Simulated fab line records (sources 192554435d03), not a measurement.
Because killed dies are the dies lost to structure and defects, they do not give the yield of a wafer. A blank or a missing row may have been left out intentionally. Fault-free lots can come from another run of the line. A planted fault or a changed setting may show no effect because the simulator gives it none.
A struck lot beside a sound one | flow n5Finfet | 38 out of 1938 route steps
Sound: these wafers, L318.1, L318.5, L318.6. Struck: wafer L332.4 (L332.1, L332.6, from the same lot, were not struck and are left out); the cause is given at the end.
Order at every step that has rows: each side's tool, ch and its chambers, its first start. Under that, the readings that differ: sound wafers | struck wafers | difference of the means | sigmas: that difference in standard deviations of wafers without a fault.
alike: readings whose means differ by less than 2 such deviations, and words and numbers that are the same on both sides. not compared: withheld readings, readings that some wafer has no value for, bounds like >300 that may hide the same value, and numbers for which the record gives no deviation and whose values overlap.
Wherever a step has rows on one side only, a row that says differs or no value, or a row with sigmas, the two part there. Numbers that don't overlap but have no deviation are shown without sigmas and don't part them. A reading that every wafer of one side lacks parts them only if that side has two wafers or more.

first, 9 steps without rows for these wafers: N5_BEOL_M5_COAT_66 (time 60 s, resist thk 12 nm); N5_BEOL_M5_COAT_74 (time 60 s, resist thk 5 nm); N5_BEOL_M5_COAT_22 (resist thk 30 nm); N5_BEOL_M5_EBR_24; N5_BEOL_M5_SOFTBAKE_23 (time 60 s); N5_BEOL_M5_EXPOSE_25 (exposes mask V4, defocus 10 nm); N5_BEOL_M5_PEB_26 (peb time 60 s); N5_BEOL_M5_DEVELOP_27 (develop time 30 s); N5_BEOL_M5_DESCUM_33 (chemistry O2, time 7 s).
N5_BEOL_M5_ETCH_75: etches underlayer in N2/H2, target depth 6.5 nm, time 5.2 s.
  sound on rieDiel-03 ch 1,2,3, day 8 05:16; struck on rieDiel-04 ch 3, day 12 01:42
  alike: drypumpMotorCurrentA, etchRfOnTimeS, oesProductAu, rfVppV, showerheadPlenumPTorr, throttleValvePct
  not compared: rfHoursCounterH
then, 27 steps without rows for these wafers: N5_BEOL_M5_ETCH_67 (etches SiARC in CF4, target depth 15.6 nm, time 26 s); N5_BEOL_M5_ETCH_68 (etches SOC in N2/H2, target depth 80 nm, overetch 16 nm, time 120 s); N5_BEOL_M5_STRIP_69 (strips in N2/H2); N5_BEOL_M5_STRIP_76 (strips in N2/H2); N5_BEOL_M5_VIA_ETCH_34 (etches SiCOH lowk in C4F6/O2, target depth 88.3 nm, time 39.2 s); N5_BEOL_M5_STRIP_85 (strips in C4F6/O2); N5_BEOL_M5_STRIP_36 (strips in N2/H2); N5_BEOL_M5_TRENCH_ETCH_37 (etches SiCOH lowk in C4F6/O2, target depth 71.652 nm, time 24.7 s); N5_BEOL_M5_ETCH_41 (etches SiCN in CH3F/O2, target depth 31.5 nm, time 56.7 s); N5_BEOL_M5_STRIP_91 (strips in N2/H2, time 10 s); N5_BEOL_M5_HM_STRIP_39 (strips TiN in peroxide tin strip, target depth 25 nm, time 158 s); N5_BEOL_M5_SRD_40 (time 30 s); N5_BEOL_M5_PRECLEAN_42 (cleans in residue remover, time 60 s); N5_BEOL_M5_SRD_43 (time 30 s); N5_BEOL_M5_CURE_80 (cures SiCOH lowk, time 120 s); N5_BEOL_M5_DEGAS_44 (time 60 s); N5_BEOL_M5_PRE_CLEAN_45 (time 30 s); N5_BEOL_M5_ALD_86 (deposits TaN, pulse time 2 s, purge time 3 s, co reactant purge time 2 s); N5_BEOL_M5_SURFACE_TREAT_87; N5_BEOL_M5_CVD_47 (deposits Co from CCTBA/H2, target thk 3 nm, time 216 s); N5_BEOL_M5_SPUTTER_48 (material Cu, target thk 15 nm, time 27.62 s); N5_BEOL_M5_ANNEAL_49 (time 1800 s); N5_BEOL_M5_SPUTTER_81 (material Cu, target thk 15 nm, time 27.62 s); N5_BEOL_M5_ANNEAL_82 (time 1800 s); N5_BEOL_M5_SPUTTER_83 (material Cu, target thk 15 nm, time 27.62 s); N5_BEOL_M5_ANNEAL_84 (time 1800 s); N5_BEOL_M5_SPUTTER_88 (material Cu, target thk 15 nm, time 27.62 s).
-- record jumps: 4 days separate the struck wafers' starts on either side; left off in module BEOL_M5, taken up again in module PASSIVATION, whose first shown step is the route's number 1936 --
N5_PASSIVATION_PROBE_49:
  sound on prober-01 at day 12 06:22; struck on prober-01 at day 15 19:27
reading                 | sound          | struck | difference | sigmas
defectLimitedYield (%)  | 91.4 90.8 89.7 | 80.4   | -10.2      | -7
killed_at_M4_up         | 11 18 22       | 151    | +134       | +23
killedDies              | 102 108 121    | 231    | +121       | +8
killedOnRim             | 12 13 15       | 25     | +12        | +3
sort_bin_5_function (%) | 5.0 5.8 5.1    | 10.8   | +5.5       | +6
sortNPass               | 1078 1072 1059 | 949    | -121       | -8
sortYieldPct (%)        | 91.4 90.8 89.7 | 80.4   | -10.2      | -7
  alike: killed_at_M0_to_M3, killedAtContacts, killedAtFrontEnd, killedAtOther, killedOpen, killedShort, sort_bin_6_memory

## WHERE THEY PART
N5_PASSIVATION_PROBE_49 only, going by this record.

WHY: the cause the simulator had injected
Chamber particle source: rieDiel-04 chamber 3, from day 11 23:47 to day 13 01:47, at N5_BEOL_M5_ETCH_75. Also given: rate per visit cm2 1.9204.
